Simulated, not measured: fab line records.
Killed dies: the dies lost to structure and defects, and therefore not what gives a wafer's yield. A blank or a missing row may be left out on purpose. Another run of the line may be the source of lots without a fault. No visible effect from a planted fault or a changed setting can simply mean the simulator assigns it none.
Which tool did it?    flow nandHarc    11 lots (33 wafers sampled), 1 step of a 1159-step route

== WHAT THE GAUGES READ, wafer by wafer ==
NHARC_P_M0_INSPECT_27.
lot   measured      on                rawDefectCount
L670  day 6 19:26   defectInspect-02  274 134 161
L673  day 7 04:41   defectInspect-02  157 528 247
L674  day 7 05:28   defectInspect-02  431 364 445
L678  day 8 03:55   defectInspect-01  146 248 228
L677  day 8 06:33   defectInspect-01  403 474 918
L680  day 9 08:17   defectInspect-01  315 378 174
L681  day 9 08:38   defectInspect-02  405 210 293
L679  day 9 09:29   defectInspect-02  212 285 205
L687  day 10 20:13  defectInspect-02  194 159 296
L688  day 10 20:44  defectInspect-01  328 413 383
L689  day 11 03:51  defectInspect-02  156 249 190

== WHICH TOOL RAN EACH LOT (tool, then ch and the chambers of the sampled wafers, then the start) ==
Before these readings, the record contains no process step.

== THE ANSWER, worked out from the rows above alone ==
Rule: the usual values come from the lots themselves. Put in order of their means at a reading, lots are off if they are a third of the lots or fewer, leave a main group of 4 or more, and stand apart from it by a gap of 3 or more times the standard deviation of the main group's means; of several such gaps the widest counts. A main group whose means are all the same, to the digits that the tables above print for the reading, isn't used. Also off: a lot with no number at a reading for which 4 or more lots have one. Any other lot the step has rows for is counted as sound.
No lot is off at any reading shown: from this, nothing can be told.

== WHAT HAD BEEN PUT IN BY THE SIMULATOR ==
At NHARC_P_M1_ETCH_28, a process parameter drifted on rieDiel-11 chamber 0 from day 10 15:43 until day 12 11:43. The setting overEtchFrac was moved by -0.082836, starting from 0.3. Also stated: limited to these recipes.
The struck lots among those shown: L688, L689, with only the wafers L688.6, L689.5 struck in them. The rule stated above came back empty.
